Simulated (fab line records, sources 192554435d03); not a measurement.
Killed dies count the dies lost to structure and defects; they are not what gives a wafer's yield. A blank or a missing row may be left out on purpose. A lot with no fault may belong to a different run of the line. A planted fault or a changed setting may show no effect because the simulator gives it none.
Problem report in the 8D (eight disciplines) form, filled by code :: flow n5_finfet :: the parts of the form that need people (team, actions taken, sign-off) are left out
Where a reading is given only as a bound, like >300, the bound stands for it, and a mean or a difference that rests on one is marked > or <: the true number lies beyond.

1. PROBLEM STATEMENT
raw_defect_count at N5_BEOL_M14_INSPECT_30 reads a mean of >300 on 6 wafers of 2 lots; wafers without a fault read 2.3 with a standard deviation of 1.6. That is +99 or more standard deviations from the usual mean.
The step: inspects for defects (macro).
Seen first at day 12 03:53 on defect_inspect-02, wafer L799.1. The record holds 33 wafers of 11 lots with a number at this step. Rule for "out" (also "out of limits"): further than 4 standard deviations from the usual mean. All remaining wafers that have a number are taken as sound.

2. WHAT IT IS, WHAT IT ISN'T
question: which readings at this step
is: raw_defect_count
is not: -

question: which lots
is: L799, L803
is not: L795, L796, L798, L809, L812, L814, L815, L816, L817

question: which wafers of those lots
is: all that have a number
is not: -

question: read on which gauges
is: defect_inspect-01, defect_inspect-02
is not: -

question: when
is: from day 12 03:53
is not: up to then (9 sound wafers); but 18 sound wafers of L809, L812, L814, L815, L816, L817 came after

3. THE SUSPECTS, EACH WITH WHAT RULES IT OUT
Counting: any tool at a process step up to the reading is kept as a suspect provided that every lot that is out went through it and no sound lot did after the first of them.
- ruled out: the gauge at N5_BEOL_M14_INSPECT_30. The wafers that are out were read on 2 gauges (defect_inspect-01, defect_inspect-02).
- wet_bench-02 at N5_BEOL_M14_STRIP_71 (strips in post etch residue remover, time 60 s): ruled out as a lasting fault. The sound lots L817 went through it after L799, its earliest lot that is out (day 12 03:27).
Left after counting: nothing in the record.

4. THE CAUSE (what the simulator had put in)
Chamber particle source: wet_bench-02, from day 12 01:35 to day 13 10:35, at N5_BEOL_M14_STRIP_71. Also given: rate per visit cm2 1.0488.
The count ruled it out by mistake, since the rule takes a fault to strike every lot its tool runs from the start of the fault on, and this one did not do so.

5. THE CHAIN OF EFFECTS, in route order
Rows list readings where the struck wafers' mean (over those with a number) sits beyond 3 standard deviations from the usual. Scope: only readings with a usual standard deviation given in the record; hours: median across lots of the time from each lot's start at the first step in this table that gives one to its start at this step; sigmas: change in usual standard deviations.
hours: 0
step: N5_BEOL_M14_INSPECT_30
reading: raw_defect_count
usual: 2.3
on struck wafers: >300
change: >+298
sigmas: +99 or more

hours: 25
step: N5_PASSIVATION_PROBE_49
reading: defect_limited_yield
usual: 91.1 %
on struck wafers: 81.5
change: -9.6
sigmas: -7.4

hours: 25
step: N5_PASSIVATION_PROBE_49
reading: killed_at_M4_up
usual: 13
on struck wafers: 138
change: +124
sigmas: +23

hours: 25
step: N5_PASSIVATION_PROBE_49
reading: killed_dies
usual: 106
on struck wafers: 218
change: +112
sigmas: +7.5

hours: 25
step: N5_PASSIVATION_PROBE_49
reading: sort_bin_5_function
usual: 5.2 %
on struck wafers: 11.7
change: +6.5
sigmas: +7.5

hours: 25
step: N5_PASSIVATION_PROBE_49
reading: sort_n_pass
usual: 1074
on struck wafers: 962
change: -112
sigmas: -7.5

hours: 25
step: N5_PASSIVATION_PROBE_49
reading: sort_yield_pct
usual: 91.0 %
on struck wafers: 81.5
change: -9.5
sigmas: -7.3
It contains these process steps:
- N5_PASSIVATION_PROBE_49

6. HOW IT WOULD HAVE BEEN CAUGHT EARLIER
Counted from the fault's start at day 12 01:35, it took 2 hours until the first out-of-limits reading at a measuring or inspecting step in this record, taken at day 12 03:53.
